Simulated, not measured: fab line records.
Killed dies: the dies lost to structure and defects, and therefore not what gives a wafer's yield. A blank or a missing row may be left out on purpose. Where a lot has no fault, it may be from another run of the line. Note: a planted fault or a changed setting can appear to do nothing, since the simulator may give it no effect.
Comparing a struck lot with a sound one :: flow n5_finfet :: 15 steps out of a route of 1938
Sound: wafers L503.1, L503.2, L503.3. Struck: wafers L514.4, L514.5. At the end, the cause is stated.
Each step with rows lists, per side, the tool, then ch with its chambers, then its first start. Under that, the readings that differ: sound wafers :: struck wafers :: difference of the means :: sigmas: that difference in standard deviations of wafers without a fault.
alike: readings with means less than 2 such deviations apart, plus words and numbers identical on both sides. not compared: withheld readings, readings lacking a value on some wafer, bounds such as >300 that could conceal the same value, and numbers that have no deviation in the record and whose values overlap.
A row with sigmas, a row that says differs or no value, or rows on one side alone: a step with any of these is where the two part. Non-overlapping numbers with no deviation appear without sigmas and do not part them. Lack of a reading on every wafer of one side parts them only where that side has two or more wafers.

first, 3 steps without rows for these wafers: N5_BEOL_M9_EXPOSE_25 (exposes mask V8); N5_BEOL_M9_PEB_26 (peb time 60 s); N5_BEOL_M9_DEVELOP_27 (develop time 30 s).
N5_BEOL_M9_CD_MEAS_28: the cd target is 70 nm.
  sound on cd_sem-03 ch 0, day 11 11:28; struck on cd_sem-01 ch 0, day 14 10:20
  alike: cd_nm
N5_BEOL_M9_OVL_MEAS_29:
  sound on overlay-01 ch 0, day 11 11:30; struck on overlay-01 ch 0, day 14 10:23
reading: V8_OVL (nm)
sound: -2.2 -0.8 -1.2
struck: 0.4 0.0
difference: +1.6
sigmas: +3
N5_BEOL_M9_INSPECT_30: inspects for defects (brightfield).
  sound on defect_inspect-02, day 11 11:33; struck on defect_inspect-02, day 14 10:26
  alike: raw_defect_count
N5_BEOL_M9_DESCUM_33: chemistry O2, time 7 s.
  sound on rie_diel-03 ch 1,2,3, day 11 11:37; struck on rie_diel-06 ch 1,2, day 14 10:28
reading: drypump_motor_current_A (A)
sound: 6.1 6.3 6.3
struck: 5.9 5.2
difference: -0.7
sigmas: -2
  alike: oes_product_au, rf_vpp_V, showerhead_plenum_p_Torr, throttle_valve_pct
  not compared: rf_hours_counter_h
N5_BEOL_M9_ETCH_76: etches underlayer in N2/H2, target depth 6.5 nm, time 5.2 s.
  sound on rie_diel-03 ch 1,2,3, day 11 11:38; struck on rie_diel-06 ch 1,2, day 14 10:29
reading: drypump_motor_current_A (A)
sound: 6.1 6.3 6.3
struck: 5.9 5.2
difference: -0.7
sigmas: -2
  alike: bias_w, etch_rf_on_time_s, oes_product_au, rf_vpp_V, showerhead_plenum_p_Torr, throttle_valve_pct
  not compared: rf_hours_counter_h
N5_BEOL_M9_ETCH_65: etches SiARC in CF4, target depth 15.6 nm, time 26 s.
  sound on rie_diel-03 ch 1,2,3, day 11 11:40; struck on rie_diel-06 ch 1,2, day 14 10:31
reading: drypump_motor_current_A (A)
sound: 6.1 6.3 6.3
struck: 5.9 5.2
difference: -0.7
sigmas: -2
  alike: bias_w, etch_rf_on_time_s, oes_product_au, rf_vpp_V, showerhead_plenum_p_Torr, throttle_valve_pct
  not compared: rf_hours_counter_h
N5_BEOL_M9_ETCH_66: etches SOC in N2/H2, target depth 80 nm, overetch 16 nm, time 120 s.
  sound on rie_diel-03 ch 1,2,3, day 11 11:41; struck on rie_diel-06 ch 1,2, day 14 10:32
reading: drypump_motor_current_A (A)
sound: 6.1 6.3 6.3
struck: 5.9 5.2
difference: -0.7
sigmas: -2
  alike: bias_w, oes_product_au, rf_vpp_V, showerhead_plenum_p_Torr, throttle_valve_pct
  not compared: rf_hours_counter_h
then, 2 steps without rows for these wafers: N5_BEOL_M9_STRIP_69 (strips in N2/H2); N5_BEOL_M9_STRIP_77 (strips in N2/H2).
N5_BEOL_M9_VIA_ETCH_34: etches SiCOH lowk in C4F6/O2, target depth 182.4 nm, time 68.4 s.
  sound on rie_diel-03 ch 1,2,3, day 11 11:47; struck on rie_diel-06 ch 1,2, day 14 10:38
reading: drypump_motor_current_A (A)
sound: 6.1 6.3 6.3
struck: 5.9 5.2
difference: -0.7
sigmas: -2

reading: oes_product_au (a.u.)
sound: 0.73 0.74 0.88
struck: 1.19 0.93
difference: +0.28
sigmas: +3

reading: model.etch.depth_nm (nm)
sound: 180.9 181.2 185.1
struck: 243.4 237.2
difference: +57.9
sigmas: 

reading: model.SOC_of_BEOL_M9_COAT_63.thk_nm (nm)
sound: 51 51 50.8
struck: 48 48
difference: -3
sigmas: 
  alike: bias_w, rf_vpp_V, showerhead_plenum_p_Torr, throttle_valve_pct
  not compared: rf_hours_counter_h
then, 1 step without rows for these wafers: N5_BEOL_M9_STRIP_73 (strips in C4F6/O2).
-- the record jumps here: 2 days lie between the struck wafers' starts before and after (it left off in module BEOL_M9 and takes up again in module PASSIVATION, whose first step shown is number 1936 of the route) --
N5_PASSIVATION_PROBE_49:
  rows exist in the record for the struck wafers here (prober-02, day 16 18:28), but not for the sound ones

WHERE THEY PART
Earliest at N5_BEOL_M9_OVL_MEAS_29; latest, in this record, at N5_PASSIVATION_PROBE_49.

WHY: what the simulator had put in
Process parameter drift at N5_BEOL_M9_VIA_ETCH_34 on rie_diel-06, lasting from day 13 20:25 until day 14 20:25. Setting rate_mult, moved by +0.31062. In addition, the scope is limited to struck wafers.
